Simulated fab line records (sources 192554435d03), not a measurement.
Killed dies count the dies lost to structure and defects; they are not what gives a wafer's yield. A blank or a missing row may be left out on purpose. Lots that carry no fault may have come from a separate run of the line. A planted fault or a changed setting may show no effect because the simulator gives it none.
Problem report, 8D (eight disciplines) form, completed by code / flow n5Finfet / the parts of the form that need people (team, actions taken, sign-off) are left out

1. THE PROBLEM
etchRfOnTimeS at N5_FIN_SAQP_ETCH_51 reads a mean of 50.9 s on 3 wafers of 3 lots; wafers without a fault read 75.8 s with a standard deviation of 1.2. Measured from the usual mean, that is -21 standard deviations.
The step: etches SiARC in CF4, target depth 45.5 nm, time 75.8 s.
The first sign was on wafer L820.2 at day 6 03:47, on rieDiel-01. At this step, 30 wafers from 11 lots have a number in the record. The rule behind "out" and "out of limits": a value lying over 4 standard deviations away from the usual mean. All remaining wafers that have a number are taken as sound.

2. WHAT IT IS, WHAT IT ISN'T
question=which readings at this step | is=etchRfOnTimeS | is not=drypumpMotorCurrentA, rfVppV, showerheadPlenumPTorr, throttleValvePct
question=which lots | is=L820, L823, L824 | is not=L803, L804, L806, L807, L810, L811, L812, L814
question=which wafers of those lots | is=L820.2, L823.2, L824.3 | is not=L820.4, L823.5, L824.5
question=read on which tools | is=rieDiel-01 | is not=rieDiel-03, rieDiel-04
question=when | is=from day 6 03:47 | is not=up to then (25 sound wafers); but 2 sound wafers of L823, L824 came after

3. SUSPECTS, AND WHAT RULES EACH OUT
Counting: a tool at a process step up to the reading stays a suspect if it ran every lot that is out. Sound lots after the first of them don't rule it out here, since some wafers of a struck lot are sound.
- rieDiel-01 at N5_FIN_SAQP_ETCH_51 (etches SiARC in CF4, target depth 45.5 nm, time 75.8 s): kept. It ran every lot that is out, first L820 (day 6 03:47); its last sound lot up to then is L814 (day 4 16:20). Out on those wafers are its own readings of etchRfOnTimeS.
After counting, what remains is rieDiel-01 at N5_FIN_SAQP_ETCH_51.

4. THE CAUSE (what the simulator had put in)
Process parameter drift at N5_FIN_SAQP_ETCH_51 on rieDiel-01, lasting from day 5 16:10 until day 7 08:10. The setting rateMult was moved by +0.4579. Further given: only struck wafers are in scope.
This tool alone remained once counting was done.

5. SEQUENCE OF EFFECTS, ordered by route
Rows list readings where the struck wafers' mean (over those with a number) sits beyond 3 standard deviations from the usual. Readings are gone through only where the record gives a usual standard deviation; hours: the median, over the lots, of the time from a lot's start at the first step in this table giving one to that lot's start at this step; sigmas: the change measured in usual standard deviations.
hours=0; step=N5_FIN_SAQP_ETCH_51; reading=etchRfOnTimeS; usual=75.8 s; on struck wafers=50.9; change=-24.9; sigmas=-21
hours=0; step=N5_FIN_SAQP_ETCH_51; reading=oesProductAu; usual=0.69 a.u.; on struck wafers=0.99; change=+0.30; sigmas=+3.5
It contains these process steps:
- N5_FIN_SAQP_ETCH_51: etches SiARC in CF4, target depth 45.5 nm, time 75.8 s.

6. WHAT WOULD HAVE CAUGHT IT SOONER
The fault began at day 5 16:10; the first out-of-limits reading in this record came at day 6 03:47, 12 hours later.
